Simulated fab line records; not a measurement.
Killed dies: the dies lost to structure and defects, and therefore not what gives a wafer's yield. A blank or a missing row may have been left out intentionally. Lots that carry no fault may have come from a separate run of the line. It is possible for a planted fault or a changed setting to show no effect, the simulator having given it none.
Chamber matching	flow n5 finfet	4 sister chambers for N5_MOL_CONTACT_COAG_ETCH_66 on rie diel-04
The step etches SiARC in CF4, target depth 13 nm, time 21.7 s. 8 wafers are shown with their chamber, then 9 later ones without.

## EACH WAFER AND ITS CHAMBER
wafer	chamber	drypump motor current A (A)	throttle valve pct (%)
L078.6	0	5.4	16.05
L079.4	0	5.5	16.05
L088.1	1	5.3	15.21
L088.3	3	4.9	15.99
L088.6	2	5.3	15.41
L089.2	1	5.3	15.21
L089.5	2	5.3	15.43
L089.6	3	4.8	15.99

## WAFERS WITHOUT THEIR CHAMBER
wafer	drypump motor current A (A)	throttle valve pct (%)
L091.4	4.9	16.00
L091.5	5.3	15.45
L091.6	5.3	15.23
L094.1	5.3	15.45
L094.3	4.8	16.02
L094.5	4.8	16.01
L095.3	5.5	15.62
L095.4	5.4	15.25
L095.5	4.9	16.04

## THE CHAMBER EACH PASSED THROUGH
wafer	from the rows above	in truth
L091.4	3	3
L091.5	2	2
L091.6	1	1
L094.1	2	2
L094.3	3	3
L094.5	3	3
L095.3	2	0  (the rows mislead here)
L095.4	1	1
L095.5	3	3
Correct placement for 8 of the 9. Number that these rows cannot place: 0. Wrongly placed: 1.
How it was worked out, from the rows above alone: a wafer's distance from a chamber is the root of the sum, over the readings, of the square of ((its reading less the chamber's mean) divided by the reading's scatter). The wafer belongs to the nearest chamber; if the next one is less than 2 further off, it can't be placed. Each chamber's mean is taken over the wafers shown for it. The scatter: the root of (the sum of the squares of (reading less its chamber's mean) over the shown wafers, divided by (wafers less chambers)).
